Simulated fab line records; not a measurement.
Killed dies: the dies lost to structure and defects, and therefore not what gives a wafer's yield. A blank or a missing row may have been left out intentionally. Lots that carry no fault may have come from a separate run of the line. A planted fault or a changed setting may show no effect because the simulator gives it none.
Struck lot and sound lot, side by side / flow n5Finfet / 23 steps out of a route of 1938
Sound: these wafers, L972.1, L972.4, L972.5. The struck wafers were L971.1, L971.4, L971.6. Last of all comes the cause.
Order at every step that has rows: each side's tool, ch and its chambers, its first start. Under that, the readings that differ: sound wafers / struck wafers / difference of the means / sigmas: that difference in standard deviations of wafers without a fault.
alike: words and numbers the same on both sides, and readings whose means are apart by under 2 such deviations; not compared: readings that were withheld, readings missing a value for some wafer, numbers with overlapping values and no deviation given by the record, and bounds like >300 which may hide the same value.
The two part at a step that has a row with sigmas, a row that says differs or no value, or rows on one side only. Non-overlapping numbers with no deviation appear without sigmas and do not part them. A reading missing from all wafers of one side parts the sides only when that side holds two or more wafers.

first, 8 steps without rows for these wafers: N5_BEOL_M9_ANNEAL_51 (time 90 s); N5_BEOL_M9_CMP_52 (polishes, stops on SiCOH lowk, t overpolish 7 s, target thk 140 nm); N5_BEOL_M9_PRE_CLEAN_55 (time 15 s); N5_BEOL_M9_DEP_56 (deposits SiCN from 3MS/NH3, target thk 15 nm, time 26.5 s); N5_BEOL_M10_ILD_DEP_00 (deposits SiCOH lowk from DEMS/porogen, target thk 308.51 nm, time 58 s); N5_BEOL_M10_CURE_71 (cures SiCOH lowk, time 240 s); N5_BEOL_M10_PECVD_70 (deposits SiO2 from TEOS/O2, target thk 20 nm, time 22.7 s); N5_BEOL_M10_HM_DEP_02 (deposits TiN, target thk 20 nm).
N5_BEOL_M10_COAT_59: time 60 s, resist thk 100 nm.
  sound on lithoTrack-02 ch 0, day 11 15:34; struck on lithoTrack-01 ch 0, day 11 06:01
reading=spinSpeedRpm (rpm); sound=1499.9 1499.6 1500.1; struck=1314.9 1314.2 1313.6; difference=-185.6; sigmas=-99 or more
reading=model.SOC_of_BEOL_M10_COAT_59.thkNm (nm); sound=100 99.8 99.8; struck=106.8 106.8 107; difference=+7.0; sigmas=
then, 9 steps without rows for these wafers: N5_BEOL_M10_COAT_60 (time 60 s, resist thk 30 nm); N5_BEOL_M10_COAT_05 (resist thk 90 nm); N5_BEOL_M10_EBR_07; N5_BEOL_M10_SOFTBAKE_06 (time 60 s); N5_BEOL_M10_EXPOSE_08 (exposes mask M10); N5_BEOL_M10_PEB_09 (peb time 60 s); N5_BEOL_M10_DEVELOP_10 (develop time 30 s); N5_BEOL_M10_DESCUM_16 (chemistry O2, time 7.9 s); N5_BEOL_M10_ETCH_61 (etches SiARC in CF4, target depth 39 nm, time 65 s).
N5_BEOL_M10_ETCH_62: etches SOC in N2/H2, target depth 110 nm, overetch 22 nm, time 165 s.
  sound on rieDiel-05 ch 0,1,3, day 11 15:59; struck on rieDiel-05 ch 1,2,3, day 11 06:37
reading=model.etch.depthNm (nm); sound=99.91 99.84 99.76; struck=106.8 106.8 107; difference=+7.0; sigmas=
  alike: drypumpMotorCurrentA, oesProductAu, rfFwdPowerW, rfVppV, showerheadPlenumPTorr, throttleValvePct
  not compared: rfHoursCounterH
then, 2 steps without rows for these wafers: N5_BEOL_M10_STRIP_68 (strips in N2/H2); N5_BEOL_M10_STRIP_67 (strips in CF4).
N5_BEOL_M10_HM_OPEN_17: chemistry Cl2/BCl3, target TiN, target depth 20 nm, overetch 6 nm.
  sound on rieMetal-03 ch 0,1, day 11 16:11; struck on rieMetal-03 ch 0,1, day 11 06:49
reading=model.SOC_of_BEOL_M10_COAT_59.thkNm (nm); sound=92 91.8 92; struck=98.8 98.8 99; difference=+6.9; sigmas=
  alike: bcl3FlowSccm, drypumpMotorCurrentA, oes_ar_750_au, oesProductAu, rfFwdPowerW, throttleValvePct
  not compared: rfHoursCounterH
then, 1 step without rows for these wafers: N5_BEOL_M10_STRIP_19 (strips in O2).

## WHERE THEY PART
Only at N5_BEOL_M10_COAT_59, as far as this record shows. Later steps at which nothing parts them and some readings are alike: N5_BEOL_M10_ETCH_62, N5_BEOL_M10_HM_OPEN_17.

WHY: the cause the simulator had injected
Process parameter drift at N5_BEOL_M10_COAT_59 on lithoTrack-01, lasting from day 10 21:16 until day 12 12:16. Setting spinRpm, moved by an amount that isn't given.
